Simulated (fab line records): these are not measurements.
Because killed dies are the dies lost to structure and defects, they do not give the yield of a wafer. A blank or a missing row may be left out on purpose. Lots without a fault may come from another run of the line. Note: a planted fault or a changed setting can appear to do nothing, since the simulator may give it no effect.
Chamber matching || flow nand-harc || NHARC_P_BONDPAD_DESCUM_11 on rie-diel-04 has 4 sister chambers
The step chemistry O2, time 3 s. 8 wafers are shown with their chamber, then 12 later ones without.

== EACH WAFER AND ITS CHAMBER ==
{"wafer": "L086.5", "chamber": 1, "showerhead-plenum-p-Torr (Torr)": 2.05, "drypump-motor-current-A (A)": 5.3}
{"wafer": "L089.5", "chamber": 0, "showerhead-plenum-p-Torr (Torr)": 2.03, "drypump-motor-current-A (A)": 5.4}
{"wafer": "L088.2", "chamber": 3, "showerhead-plenum-p-Torr (Torr)": 1.93, "drypump-motor-current-A (A)": 6.5}
{"wafer": "L088.4", "chamber": 2, "showerhead-plenum-p-Torr (Torr)": 1.92, "drypump-motor-current-A (A)": 5.3}
{"wafer": "L088.5", "chamber": 0, "showerhead-plenum-p-Torr (Torr)": 2.03, "drypump-motor-current-A (A)": 5.3}
{"wafer": "L090.1", "chamber": 2, "showerhead-plenum-p-Torr (Torr)": 1.92, "drypump-motor-current-A (A)": 5.3}
{"wafer": "L090.3", "chamber": 1, "showerhead-plenum-p-Torr (Torr)": 2.04, "drypump-motor-current-A (A)": 5.2}
{"wafer": "L090.5", "chamber": 3, "showerhead-plenum-p-Torr (Torr)": 1.93, "drypump-motor-current-A (A)": 6.5}

== WAFERS WITHOUT THEIR CHAMBER ==
{"wafer": "L093.2", "showerhead-plenum-p-Torr (Torr)": 1.93, "drypump-motor-current-A (A)": 6.5}
{"wafer": "L093.3", "showerhead-plenum-p-Torr (Torr)": 2.03, "drypump-motor-current-A (A)": 5.4}
{"wafer": "L093.6", "showerhead-plenum-p-Torr (Torr)": 1.93, "drypump-motor-current-A (A)": 6.5}
{"wafer": "L095.3", "showerhead-plenum-p-Torr (Torr)": 2.04, "drypump-motor-current-A (A)": 5.2}
{"wafer": "L095.5", "showerhead-plenum-p-Torr (Torr)": 1.92, "drypump-motor-current-A (A)": 5.3}
{"wafer": "L095.6", "showerhead-plenum-p-Torr (Torr)": 2.04, "drypump-motor-current-A (A)": 5.3}
{"wafer": "L096.1", "showerhead-plenum-p-Torr (Torr)": 1.92, "drypump-motor-current-A (A)": 5.3}
{"wafer": "L096.2", "showerhead-plenum-p-Torr (Torr)": 2.04, "drypump-motor-current-A (A)": 5.3}
{"wafer": "L096.3", "showerhead-plenum-p-Torr (Torr)": 2.03, "drypump-motor-current-A (A)": 5.3}
{"wafer": "L097.2", "showerhead-plenum-p-Torr (Torr)": 1.92, "drypump-motor-current-A (A)": 5.3}
{"wafer": "L097.3", "showerhead-plenum-p-Torr (Torr)": 2.04, "drypump-motor-current-A (A)": 5.2}
{"wafer": "L097.5", "showerhead-plenum-p-Torr (Torr)": 2.04, "drypump-motor-current-A (A)": 5.2}

== THE CHAMBER EACH PASSED THROUGH ==
{"wafer": "L093.2", "from the rows above": 3, "in truth": 3}
{"wafer": "L093.3", "from the rows above": 0, "in truth": 0}
{"wafer": "L093.6", "from the rows above": 3, "in truth": 3}
{"wafer": "L095.3", "from the rows above": 1, "in truth": 1}
{"wafer": "L095.5", "from the rows above": 2, "in truth": 2}
{"wafer": "L095.6", "from the rows above": "can't be placed: 1 or 0", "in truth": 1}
{"wafer": "L096.1", "from the rows above": 2, "in truth": 2}
{"wafer": "L096.2", "from the rows above": "can't be placed: 1 or 0", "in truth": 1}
{"wafer": "L096.3", "from the rows above": 0, "in truth": 0}
{"wafer": "L097.2", "from the rows above": 2, "in truth": 2}
{"wafer": "L097.3", "from the rows above": 1, "in truth": 1}
{"wafer": "L097.5", "from the rows above": 1, "in truth": 1}
Correct placement for 10 of the 12. Unplaceable from these rows: 2, with the true chamber sitting among the candidates in 2. Placed wrongly: 0.
How it was worked out, from the rows above alone: a wafer's distance from a chamber is the root of the sum, over the readings, of the square of ((its reading less the chamber's mean) divided by the reading's scatter). If the next closest chamber is less than 2 further off than the closest, the wafer can't be placed; otherwise it belongs to the closest. The mean given for a chamber averages the wafers shown for that chamber. The scatter: take each reading less its chamber's mean, square it, sum over the shown wafers, divide by the number of wafers less the number of chambers, and take the root.
